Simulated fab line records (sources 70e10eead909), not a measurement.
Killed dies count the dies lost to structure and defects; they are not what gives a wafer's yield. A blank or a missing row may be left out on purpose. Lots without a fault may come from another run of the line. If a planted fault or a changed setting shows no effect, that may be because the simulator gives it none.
Chamber matching | flow nand harc | 4 sister chambers for NHARC_A_STAIRCASE_DESCUM_11 on rie diel-05
The step chemistry O2, time 3 s. 16 wafers are shown with their chamber, then 8 later ones without.

== WAFERS, EACH WITH ITS CHAMBER ==
wafer  | chamber | drypump motor current A (A) | showerhead plenum p Torr (Torr) | oes product au (a.u.)
L074.1 | 1       | 5.3                         | 1.83                            | 1.004
L074.4 | 2       | 6.2                         | 1.95                            | 0.985
L074.5 | 1       | 5.3                         | 1.83                            | 1.006
L081.1 | 2       | 6.2                         | 1.95                            | 0.998
L081.2 | 0       | 6.7                         | 1.80                            | 1.006
L081.3 | 3       | 5.8                         | 1.80                            | 0.985
L082.3 | 1       | 5.3                         | 1.82                            | 0.988
L082.4 | 3       | 5.7                         | 1.80                            | 0.998
L082.5 | 1       | 5.3                         | 1.83                            | 0.994
L084.2 | 2       | 6.2                         | 1.94                            | 1.006
L084.3 | 3       | 5.8                         | 1.80                            | 0.988
L084.6 | 1       | 5.3                         | 1.82                            | 0.997
L085.2 | 3       | 5.8                         | 1.80                            | 0.993
L085.3 | 1       | 5.3                         | 1.82                            | 0.992
L085.4 | 0       | 6.7                         | 1.79                            | 1.020
L087.2 | 1       | 5.3                         | 1.82                            | 0.981

SIGNATURES (means of the wafers above)
reading                  | chamber 0 | chamber 1 | chamber 2 | chamber 3 | scatter within a chamber
drypump motor current A  | 6.700     | 5.300     | 6.200     | 5.775     | 0.025
showerhead plenum p Torr | 1.7950    | 1.8243    | 1.9467    | 1.8000    | 0.0049
oes product au           | 1.01300   | 0.99457   | 0.99633   | 0.99100   | 0.00857
Rule: for each reading, subtract the chamber's mean from the wafer's reading, divide by that reading's scatter and square the result; add these up over the readings and take the root, which gives the wafer's distance from the chamber. The wafer belongs to the nearest chamber; if the next one is less than 2 further off, it can't be placed. The scatter is the square root of a quotient: the sum, over the shown wafers, of each reading's squared deviation from its chamber's mean, divided by wafers minus chambers.

== WAFERS MISSING THEIR CHAMBER ==
wafer  | drypump motor current A (A) | showerhead plenum p Torr (Torr) | oes product au (a.u.)
L087.4 | 5.8                         | 1.80                            | 0.984
L087.5 | 6.2                         | 1.94                            | 1.005
L088.2 | 6.2                         | 1.94                            | 1.012
L088.3 | 5.7                         | 1.79                            | 1.006
L088.5 | 5.3                         | 1.82                            | 0.987
L095.2 | 6.2                         | 1.93                            | 1.005
L095.5 | 6.2                         | 1.93                            | 1.012
L095.6 | 5.8                         | 1.79                            | 0.999

== WHICH CHAMBER EACH WENT THROUGH ==
wafer  | from the rows above | in truth
L087.4 | 3                   | 3
L087.5 | 2                   | 2
L088.2 | 2                   | 2
L088.3 | 3                   | 3
L088.5 | 1                   | 1
L095.2 | 2                   | 2
L095.5 | 2                   | 2
L095.6 | 3                   | 3
Correctly placed: 8 of 8. Can't be placed from these rows: 0. Placed wrongly: 0.
